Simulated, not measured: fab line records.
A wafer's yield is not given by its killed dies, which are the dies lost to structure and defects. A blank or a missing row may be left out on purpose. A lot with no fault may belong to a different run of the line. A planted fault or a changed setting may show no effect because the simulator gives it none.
Comparing a struck lot with a sound one :: flow n5Finfet :: 16 steps out of a route of 1938
Sound: the wafers L314.1, L314.2, L314.3. Wafers struck: L324.1, L324.3, L324.5. At the end, the cause is stated.
At each step with rows: each side's tool, then ch and its chambers, then its first start. Under that, the readings that differ: sound wafers :: struck wafers :: difference of the means :: sigmas: that difference in standard deviations of wafers without a fault.
alike: same words and numbers on both sides, and readings whose means sit less than 2 such deviations apart. not compared: any withheld reading, any reading some wafer has no value for, any bound like >300 that may hide the same value, and any number with overlapping values for which the record gives no deviation.
Wherever a step has rows on one side only, a row that says differs or no value, or a row with sigmas, the two part there. Non-overlapping numbers with no deviation appear without sigmas and do not part them. Lack of a reading on every wafer of one side parts them only where that side has two or more wafers.

first, 5 steps without rows for these wafers: N5_SD_EPI_N_EBR_05; N5_SD_EPI_N_SOFTBAKE_04 (time 60 s); N5_SD_EPI_N_EXPOSE_06 (exposes mask SD N BLK, target cd 120 nm); N5_SD_EPI_N_PEB_07 (peb time 60 s); N5_SD_EPI_N_DEVELOP_08 (develop time 30 s).
N5_SD_EPI_N_CD_MEAS_09 targets a cd of 120 nm.
  sound on cdSem-01 ch 0, day 3 03:20; struck on cdSem-01 ch 0, day 5 11:22
  alike: cdNm
N5_SD_EPI_N_OVL_MEAS_10:
  sound on overlay-01 ch 0, day 3 03:22; struck on overlay-01 ch 0, day 5 11:24
  alike: SD_N_BLK_OVL
N5_SD_EPI_N_INSPECT_11: inspects for defects (macro).
  sound on defectInspect-02, day 3 03:23; struck on defectInspect-02, day 5 11:26
  alike: rawDefectCount
N5_SD_EPI_N_DESCUM_14: chemistry O2, time 7.9 s.
  sound on rieDiel-03 ch 0,2,3, day 3 03:52; struck on rieDiel-03 ch 1,3, day 5 12:31
  alike: drypumpMotorCurrentA, oesProductAu, rfVppV, showerheadPlenumPTorr, throttleValvePct
  not compared: rfHoursCounterH
N5_SD_EPI_N_ETCH_34: etches SiARC in CF4, target depth 45.5 nm, time 75.8 s.
  sound on rieDiel-03 ch 0,2,3, day 3 03:54; struck on rieDiel-03 ch 1,3, day 5 12:32
  alike: drypumpMotorCurrentA, etchRfOnTimeS, oesProductAu, rfVppV, showerheadPlenumPTorr, throttleValvePct
  not compared: rfHoursCounterH
N5_SD_EPI_N_ETCH_35: etches SOC in N2/H2, overetch 108 nm, time 486 s.
  sound on rieDiel-03 ch 0,2,3, day 3 03:58; struck on rieDiel-03 ch 1,3, day 5 12:36
  alike: drypumpMotorCurrentA, oesProductAu, rfVppV, showerheadPlenumPTorr, throttleValvePct
  not compared: rfHoursCounterH
then, 1 step without rows for these wafers: N5_SD_EPI_N_STRIP_36 (strips in N2/H2).
N5_SD_EPI_N_ETCHBACK_44: etches SiNx in CH3F/O2, stops on SiO2, target depth 14.5 nm.
  sound on rieDiel-03 ch 0,2,3, day 3 04:17; struck on rieDiel-03 ch 1,3, day 5 12:55
reading: overEtchFrac
sound: 0.3 0.3 0.3
struck: 0.48746 0.48746 0.48746
difference: +0.18746
sigmas: 
  alike: drypumpMotorCurrentA, oesProductAu, rfVppV, showerheadPlenumPTorr, throttleValvePct
  not compared: rfHoursCounterH
N5_SD_EPI_N_ETCH_45: etches SiOCN in CH3F/O2, target depth 6 nm.
  sound on rieDiel-03 ch 0,2,3, day 3 04:23; struck on rieDiel-03 ch 1,3, day 5 13:01
  alike: drypumpMotorCurrentA, oesProductAu, rfVppV, showerheadPlenumPTorr, throttleValvePct
  not compared: rfHoursCounterH
-- the record jumps here: 6 days lie between the struck wafers' starts before and after (it left off in module SD_EPI_N and takes up again in module BEOL_M4, whose first step shown is number 1111 of the route) --
N5_BEOL_M4_RC_MEAS_101:
  sound on prober-02 ch 0, day 8 11:53; struck on prober-02 ch 0, day 11 04:40
reading: ION_P (uA/um)
sound: 438 452 456
struck: 461 462 470
difference: +16
sigmas: +2
  alike: DIBL_N, DIBL_P, IOFF_N, IOFF_P, ION_N, SS_N, SS_P, VT_N, VT_P
-- the record jumps here: 5 days lie between the struck wafers' starts before and after (it left off in module BEOL_M4 and takes up again in module PASSIVATION, whose first step shown is number 1936 of the route) --
N5_PASSIVATION_PROBE_49:
  record: rows for the struck wafers here (prober-02, day 15 20:33), none for the sound ones

WHERE THEY PART
At N5_BEOL_M4_RC_MEAS_101 first; at N5_PASSIVATION_PROBE_49 last (within this record only).

WHY: the cause the simulator had injected
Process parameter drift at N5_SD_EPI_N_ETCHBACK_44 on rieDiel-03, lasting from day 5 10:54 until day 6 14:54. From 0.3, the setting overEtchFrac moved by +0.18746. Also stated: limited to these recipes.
